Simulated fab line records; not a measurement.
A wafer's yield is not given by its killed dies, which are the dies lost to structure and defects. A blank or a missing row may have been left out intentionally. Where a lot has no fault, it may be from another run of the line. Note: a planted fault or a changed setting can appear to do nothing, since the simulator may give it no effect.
Which tool did it? ; flow n5 finfet ; 9 lots with 27 wafers sampled at 5 steps, on a route of 1938 steps

## WHAT THE GAUGES READ, wafer by wafer
N5_HKMG_FIN_THK_MEAS_70: measures by xrf. Usual: for HK_THK the level is 1.569 nm and the standard deviation is 0.019.
lot;measured;on;HK_THK (nm);flag
L511;day 4 10:44;film metro-01;1.557 1.556 1.559;
L512;day 4 15:02;film metro-01;1.550 1.557 1.544;
L514;day 5 11:21;film metro-01;1.568 1.557 1.561;
L515;day 5 12:31;film metro-02;1.568 1.541 1.577;
L520;day 6 15:04;film metro-01;1.568 1.582 1.605;
L529;day 8 22:34;film metro-02;1.584 1.579 1.545;
L531;day 9 08:31;film metro-02;1.572 1.598 1.566;
L532;day 9 23:20;film metro-01;1.578 1.568 1.572;
L533;day 9 23:39;film metro-01;1.575 1.567 1.593;

N5_BEOL_M4_RC_MEAS_101. Usual: DIBL_N 35.4 mV/V, standard deviation 2.1; DIBL_P 34.8 mV/V, standard deviation 2.6; IOFF_N 0.15 nA/um, standard deviation 0.037; IOFF_P 0.19 nA/um, standard deviation 0.037; ION_N 677 uA/um, standard deviation 16; ION_P 462 uA/um, standard deviation 9.3; SS_N 71.4 mV/dec, standard deviation 0.75; SS_P 72.9 mV/dec, standard deviation 0.77; VT_N 250 mV, standard deviation 3.7; VT_P -251 mV, standard deviation 3.5.
lot;measured;on;DIBL_N (mV/V);DIBL_P (mV/V);IOFF_N (nA/um);IOFF_P (nA/um);ION_N (uA/um);ION_P (uA/um);SS_N (mV/dec);SS_P (mV/dec);VT_N (mV);VT_P (mV);flag
L511;day 8 15:54;prober-02;34.8 35.0 33.1;32.0 32.7 30.1;0.13 0.14 0.11;0.19 0.20 0.17;679 682 672;472 478 470;70.9 71.0 70.0;72.6 72.5 72.6;250 249 253;-248 -250 -251;
L512;day 9 05:58;prober-01;35.3 36.9 31.4;35.4 36.0 29.3;0.15 0.16 0.09;0.19 0.18 0.12;690 677 657;464 453 449;71.8 71.4 70.0;73.3 72.7 71.3;245 250 256;-253 -255 -259;
L514;day 9 08:56;prober-02;39.0 32.9 37.2;37.7 31.1 35.9;0.24 0.12 0.20;0.23 0.15 0.21;679 672 688;456 463 465;72.0 70.8 72.7;74.2 72.4 73.9;245 255 245;-248 -252 -248;
L515;day 9 12:27;prober-02;35.6 33.2 32.8;35.9 32.4 32.0;0.15 0.11 0.11;0.20 0.14 0.15;677 669 647;461 459 454;71.1 70.3 71.4;73.5 71.7 72.9;253 255 253;-249 -254 -253;
L520;day 10 15:20;prober-01;36.0 36.2 37.3;34.6 34.6 35.1;0.13 0.15 0.15;0.21 0.20 0.19;649 677 661;450 467 450;71.0 71.3 71.3;73.0 73.2 72.4;250 246 249;-251 -252 -251;
L529;day 12 22:39;prober-01;36.2 37.5 37.8;36.9 38.8 38.8;0.18 0.21 0.20;0.22 0.25 0.24;694 697 696;472 472 471;72.3 72.2 72.2;72.9 73.3 73.0;247 246 245;-249 -249 -245;
L531;day 13 15:49;prober-01;40.6 38.2 36.6;40.7 37.9 36.7;0.28 0.23 0.18;0.31 0.25 0.22;709 708 702;480 479 478;73.2 72.2 72.0;74.6 73.6 73.9;241 244 246;-246 -245 -247;
L532;day 14 15:19;prober-01;35.5 32.7 35.4;35.0 31.9 36.6;0.15 0.11 0.16;0.23 0.18 0.25;676 672 688;468 472 474;71.7 70.3 71.5;73.1 71.7 72.9;254 254 249;-243 -247 -244;
L533;day 14 14:02;prober-02;38.0 36.1 36.0;40.0 37.1 36.9;0.22 0.18 0.17;0.26 0.23 0.21;710 701 689;477 476 467;72.6 71.7 71.4;73.7 73.3 73.6;242 247 246;-247 -250 -250;

## EACH LOT AND THE TOOL THAT RAN IT (in order: tool; ch and the chambers of the sampled wafers; start)
lot;N5_HKMG_FIN_ETCH_35;N5_HKMG_FIN_ALD_71;N5_HKMG_FIN_CMP_23
L511;rie diel-03 ch 0,2,3, day 4 11:52;ald metal-04 ch 0,2, day 4 13:37;cmp-02 ch 0,2,3, day 4 15:26
L512;rie diel-03 ch 0,1,2, day 4 16:21;ald metal-03 ch 1,2,3, day 4 18:08;cmp-03 ch 0,1, day 4 19:46
L514;rie diel-05 ch 0,1,2, day 5 12:37;ald metal-01 ch 0,2, day 5 14:22;cmp-04 ch 1,2, day 5 16:11
L515;rie diel-01 ch 0,2, day 5 13:47;ald metal-04 ch 0,1,2, day 5 15:41;cmp-03 ch 2,3, day 5 17:20
L520;rie diel-01 ch 1,3, day 6 16:20;ald metal-04 ch 1,2,3, day 6 18:05;cmp-03 ch 0,1,2, day 6 19:47
L529;rie diel-03 ch 1,2, day 8 23:50;ald metal-03 ch 0,2, day 9 01:35;cmp-02 ch 2,3, day 9 03:41
L531;rie diel-05 ch 1,2,3, day 9 09:58;ald metal-01 ch 0,3, day 9 11:47;cmp-03 ch 0,3, day 9 13:26
L532;rie diel-03 ch 0,1,3, day 10 00:48;ald metal-04 ch 0,2,3, day 10 02:39;cmp-02 ch 0,1,3, day 10 04:20
L533;rie diel-01 ch 1,2, day 10 00:55;ald metal-01 ch 1,2,3, day 10 02:47;cmp-04 ch 0,1,2, day 10 04:33
- N5_HKMG_FIN_ETCH_35: etches SOC in N2/H2, target depth 215.8 nm, time 243.4 s.
- N5_HKMG_FIN_ALD_71: deposits TiN, target thk 1 nm, pulse time 1 s, purge time 3 s.
- N5_HKMG_FIN_CMP_23: polishes, stops on SiNx, t overpolish 10 s, target thk 46.326 nm.

## WHAT THE TOOLS THEMSELVES READ (means of the sampled wafers that have a number; where no wafer has one, the mark that the record gives instead)
N5_HKMG_FIN_ETCH_35. Usual: drypump motor current A 5.7 A, standard deviation 0.31; n2 flow sccm 200.0 sccm, standard deviation 0.61; oes product au 0.82 a.u., standard deviation 0.098; rf vpp V 141.5 V, standard deviation 1.1; showerhead plenum p Torr 2.54 Torr, standard deviation 0.087; throttle valve pct 17.83 %, standard deviation 0.25.
lot;tool;drypump motor current A (A);n2 flow sccm (sccm);oes product au (a.u.);rf vpp V (V);showerhead plenum p Torr (Torr);throttle valve pct (%);flag
L511;rie diel-03;5.6;199.7;0.82;141.3;2.56;17.89;
L512;rie diel-03;5.5;200.7;0.75;141.4;2.49;17.96;
L514;rie diel-05;5.9;199.4;0.90;141.8;2.54;17.79;
L515;rie diel-01;6.2;199.4;0.79;141.4;2.56;17.85;
L520;rie diel-01;5.7;199.8;0.77;141.3;2.58;17.74;
L529;rie diel-03;5.6;200.3;0.74;140.5;2.42;17.91;
L531;rie diel-05;5.7;200.1;0.93;140.8;2.52;17.89;
L532;rie diel-03;5.5;199.7;0.76;141.9;2.52;17.95;
L533;rie diel-01;6.1;199.6;0.88;141.7;2.60;17.70;

N5_HKMG_FIN_ALD_71. Usual: heater power w 892 W, standard deviation 72; precursor pulse height rel 1.000, standard deviation 0.019; susceptor temp C 400.02 C, standard deviation 0.2.
lot;tool;heater power w (W);precursor pulse height rel;susceptor temp C (C);flag
L511;ald metal-04;941;1.004;400.16;
L512;ald metal-03;963;1.015;400.12;
L514;ald metal-01;857;1.009;400.20;
L515;ald metal-04;903;1.004;400.17;
L520;ald metal-04;889;0.999;397.91;OFF
L529;ald metal-03;867;0.989;399.91;
L531;ald metal-01;880;0.991;399.91;
L532;ald metal-04;897;0.990;400.04;
L533;ald metal-01;855;0.994;399.98;

N5_HKMG_FIN_CMP_23. Usual: motor current A 12.2 A, standard deviation 1.1; overpolish run s 9.99 s, standard deviation 0.064; time to endpoint s 11 s, standard deviation 3.8.
lot;tool;motor current A (A);overpolish run s (s);time to endpoint s (s);flag
L511;cmp-02;11.6;10.00;13;
L512;cmp-03;13.0;10.00;9;
L514;cmp-04;13.0;10.00;12;
L515;cmp-03;12.1;10.00;6;
L520;cmp-03;12.7;10.00;9;
L529;cmp-02;12.6;10.01;13;
L531;cmp-03;12.8;10.01;8;
L532;cmp-02;11.1;10.01;13;
L533;cmp-04;12.4;10.00;11;

## THE ANSWER, worked out from the rows above alone
Rule: take the mean of a lot's wafers that have a number; if it is more than 3 standard deviations from the usual mean, the lot is off. A lot without any number at a reading at which 4 lots or more have one is off too. All remaining lots with rows at the step are treated as sound. First the gauges in route order, then the tools' own readings, where a lot's mean is used as printed above. At the first step where some lot is off, the reading lying furthest off is the one used; lots without a number count as furthest.
Off: L520, at N5_HKMG_FIN_ALD_71 (susceptor temp C).
If a tool, at that step or one of the process steps before it, ran each lot that is off and ran no sound lot following the first of them, it fits. Of those tried, none fits.

## WHAT WAS PUT IN BY THE SIMULATOR
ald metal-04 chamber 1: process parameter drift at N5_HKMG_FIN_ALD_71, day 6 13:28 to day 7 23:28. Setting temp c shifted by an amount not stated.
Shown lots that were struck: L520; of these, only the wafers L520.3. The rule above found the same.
